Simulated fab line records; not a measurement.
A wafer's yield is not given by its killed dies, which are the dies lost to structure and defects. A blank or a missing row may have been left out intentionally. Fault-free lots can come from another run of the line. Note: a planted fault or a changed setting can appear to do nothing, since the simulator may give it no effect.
One fault seen from 2 desks	flow n5 finfet	what lay behind the numbers comes last; until then each desk has only its own

## THE TOOL OWNER'S DESK: pvd sputter-02
The tool's own readings at N5_BEOL_M5_HM_DEP_02 (deposits TiN, target thk 20 nm): means of the sampled wafers that have a number, for each lot that ran on this tool. A lot is out of limits, marked OUT, if its mean lies more than 4 standard deviations from the usual mean; the brackets give that distance.
Columns: A = throttle valve pct at N5_BEOL_M5_HM_DEP_02, usual 29.7 %
lot	first seen here	A
L617	day 8 11:45	29.4
L628	day 12 01:01	29.2
L632	day 12 12:22	29.4
L635	day 13 11:52	30.6
This desk found nothing out of limits on any of the 4 lots.

## FROM THE METROLOGY DESK
What the gauges read for every lot (on any tool): the sampled wafers with a number, averaged. A lot is out of limits, marked OUT, if its mean lies more than 4 standard deviations from the usual mean; the brackets give that distance. Of its 11 readings 7 are shown: those that lie furthest out on some lot.
Columns: A = IOFF_P at N5_BEOL_M4_RC_MEAS_101, usual 0.20 nA/um; B = ION_P at N5_BEOL_M4_RC_MEAS_101, usual 460 uA/um; C = SS_N at N5_BEOL_M4_RC_MEAS_101, usual 71.5 mV/dec; D = SS_P at N5_BEOL_M4_RC_MEAS_101, usual 73.2 mV/dec; E = VT_N at N5_BEOL_M4_RC_MEAS_101, usual 250 mV; F = VT_P at N5_BEOL_M4_RC_MEAS_101, usual -251 mV; G = trench depth nm at N5_BEOL_M5_OCD_MEAS_38, usual 71.4 nm
lot	first seen here	A	B	C	D	E	F	G
L617	day 8 09:25	0.19	457	71.2	72.3	253	-251	71.0
L628	day 11 22:11	0.19	461	72.1	73.0	249	-252	72.8
L632	day 12 11:01	0.15	450	70.5	72.9	254	-256	70.8
L635	day 13 09:58	0.17	460	70.8	73.5	252	-254	68.5
This desk found nothing out of limits on any of the 4 lots.

## BROUGHT TOGETHER
Nothing out of limits was seen by the tool owner's desk.
From the metrology desk's view, nothing was out of limits.

## WHAT HAD BEEN PUT IN BY THE SIMULATOR
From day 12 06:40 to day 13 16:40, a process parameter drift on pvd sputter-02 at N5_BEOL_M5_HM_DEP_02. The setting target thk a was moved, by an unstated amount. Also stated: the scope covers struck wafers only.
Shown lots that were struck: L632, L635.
